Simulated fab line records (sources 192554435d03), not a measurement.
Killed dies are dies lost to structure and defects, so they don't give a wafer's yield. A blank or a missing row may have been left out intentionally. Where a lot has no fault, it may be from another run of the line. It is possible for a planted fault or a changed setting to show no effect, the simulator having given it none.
Split-lot trial -- flow n5Finfet -- 21 wafers read from 7 lots, route of 1938 steps

## SPLIT DETAILS
At N5_BEOL_M6_COAT_71 (time 60 s, resist thk 5 nm), the setting spinRpm was moved away from the recipe's 1500 rpm on 6 of the 21 wafers read, by -10.8% to +5.4%. This setting was run at the recipe's value on the other wafers.

## FROM THE SPLIT TO THE READING: what the file shows between them, 3 steps
- N5_BEOL_M6_COAT_22: resist thk 30 nm
- N5_BEOL_M6_EBR_24
- N5_BEOL_M6_DESCUM_33: chemistry O2, time 7 s

## THE READING
etch.depthNm (the simulator's own value, which no gauge read), in nm, at N5_BEOL_M6_ETCH_72 (etches underlayer in N2/H2, target depth 6.5 nm, time 5.2 s). There is no usual value for it anywhere in the file. Across the 15 wafers here that went through the recipe, the average is 4.997 nm and the standard deviation 0.012 nm.

wafer,"tool, chamber at the split","spinRpm as run, rpm",against the recipe,"etch.depthNm, nm",against lot-mates on the recipe
L076.1,"lithoTrack-03, 0",1351,-9.9%,5.264,+0.269
L076.4,"lithoTrack-03, 0",1500,recipe,4.999,-
L076.6,"lithoTrack-03, 0",1500,recipe,4.992,-
L074.3,"lithoTrack-05, 0",1500,recipe,4.988,-
L074.4,"lithoTrack-05, 0",1500,recipe,4.989,-
L074.5,"lithoTrack-05, 0",1343,-10.5%,5.244,+0.255
L082.1,"lithoTrack-05, 0",1500,recipe,5.003,-
L082.3,"lithoTrack-05, 0",1500,recipe,5.001,-
L082.6,"lithoTrack-05, 0",1581,+5.4%,4.867,-0.135
L088.2,"lithoTrack-03, 0",1393,-7.1%,5.187,+0.183
L088.4,"lithoTrack-03, 0",1500,recipe,5.013,-
L088.6,"lithoTrack-03, 0",1500,recipe,4.995,-
L089.1,"lithoTrack-05, 0",1500,recipe,4.993,-
L089.2,"lithoTrack-05, 0",1500,recipe,4.976,-
L089.6,"lithoTrack-05, 0",1500,recipe,4.988,-
L091.2,"lithoTrack-03, 0",1500,recipe,4.982,-
L091.4,"lithoTrack-03, 0",1574,+4.9%,4.868,-0.125
L091.6,"lithoTrack-03, 0",1500,recipe,5.004,-
L094.1,"lithoTrack-03, 0",1500,recipe,5.014,-
L094.2,"lithoTrack-03, 0",1338,-10.8%,5.3,+0.282
L094.6,"lithoTrack-03, 0",1500,recipe,5.022,-

FIT RESULTS
A straight line over all 21 wafers: etch.depthNm changes by -0.026 nm for each +1% of spinRpm; r = -0.99; the points scatter about the line by 0.014 nm.
The same after taking each lot's own level away (the mean of its wafers on the recipe; 21 wafers): -0.0257 nm for each +1%; r = -1.00; scatter 0.0073 nm.
The reading moves by 0.28 nm for the largest change in spinRpm, on that fit.
Across the lots, their own levels run from 4.9857 to 5.0180 nm, a range of 2.7 times the standard deviation given above.
The two slopes agree, so the slope changes little with the lot-to-lot level.
Check: +0.276 nm against its lot-mates is what the line predicts for one of the wafers moved furthest among these (-10.8%) when that wafer is left out of the fit. It came out at +0.282 nm against them.

## OTHER SPLITS APPLIED TO THESE WAFERS
Other splits were also applied to these wafers ahead of the reading. Each is held against what the fit with the lots' levels taken away leaves over:
other split on the same wafers,wafers away from the commonest value,r with etch.depthNm (lot level and that fit taken away)
N5_BEOL_M4_ETCH_64 biasW,6,+0.35
N5_BEOL_M4_COAT_22 spinRpm,10,-0.06
N5_BEOL_M5_HM_DEP_02 targetThkA,3,-0.29
N5_BEOL_M5_COAT_05 spinRpm,9,+0.03
N5_BEOL_M6_ETCH_62 timeS,6,+0.19

## THE FILE'S OWN FIT
etch.depthNm changes by -0.0257 nm for each +1% of spinRpm, r = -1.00.
